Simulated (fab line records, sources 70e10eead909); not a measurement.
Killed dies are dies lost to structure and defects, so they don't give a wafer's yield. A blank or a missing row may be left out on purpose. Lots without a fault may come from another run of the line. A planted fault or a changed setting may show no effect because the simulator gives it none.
One fault seen from 2 desks | flow nand_harc | each desk has only its own numbers; what lay behind them comes last

THE DEFECT DESK
What the inspections along the route counted, lot by lot: means of the sampled wafers that have a number. A lot is out of limits, marked OUT, if its mean lies more than 4 standard deviations from the usual mean; the brackets give that distance.
Columns: A = raw_defect_count at NHARC_A_CONTACT_INSPECT_71, usual 28
lot  | first seen here | A
L815 | day 16 18:28    | 15
L817 | day 16 20:15    | 10
L816 | day 17 05:52    | 31
L818 | day 17 20:56    | 465 (+31) OUT
L823 | day 18 12:56    | 447 (+30) OUT
L830 | day 20 07:05    | 13
L828 | day 20 08:22    | 35
L832 | day 20 16:53    | 11
L836 | day 21 15:26    | 32
L837 | day 21 20:37    | 33
L835 | day 22 01:46    | 41
L838 | day 22 03:50    | 39
This desk's finding: out of limits on L818, L823; first on L818, day 17 20:56 (raw_defect_count at NHARC_A_CONTACT_INSPECT_71). In limits: L815, L817, L816, L830, L828, L832, L836, L837, L835, L838.

THE TOOL OWNER'S DESK: acl_dep-03
The tool's own readings at NHARC_A_CONTACT_DEP_57 (deposits aC, target thk 2800 nm): means of the sampled wafers that have a number, for each lot that ran on this tool. A lot is out of limits, marked OUT, if its mean lies more than 4 standard deviations from the usual mean; the brackets give that distance.
Columns: A = susceptor_temp_C at NHARC_A_CONTACT_DEP_57, usual 399.99 C; B = throttle_valve_pct at NHARC_A_CONTACT_DEP_57, usual 35.001 %
lot  | first seen here | A      | B
L815 | day 16 15:59    | -      | 34.994
L817 | day 16 17:57    | 399.98 | 35.002
L818 | day 17 19:00    | 399.97 | 35.001
L823 | day 18 10:44    | 400.01 | 35.010
L835 | day 21 23:10    | 400.01 | 35.008
This desk's finding: nothing out of limits on any of the 5 lots.

PUT TOGETHER
The defect desk could have raised an alarm at day 17 20:56, on L818, L823.
The tool owner's desk saw nothing out of limits.
The tool owner's desk has L818, L823 on record, within its limits.
Of the lots named, all ran NHARC_A_CONTACT_DEP_57 on acl_dep-03.

WHAT THE SIMULATOR HAD PUT IN
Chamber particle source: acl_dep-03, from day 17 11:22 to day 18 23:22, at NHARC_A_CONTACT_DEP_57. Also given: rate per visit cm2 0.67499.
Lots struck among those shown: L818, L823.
Hours from the fault's start to each desk's first reading out of limits: the defect desk, 10.
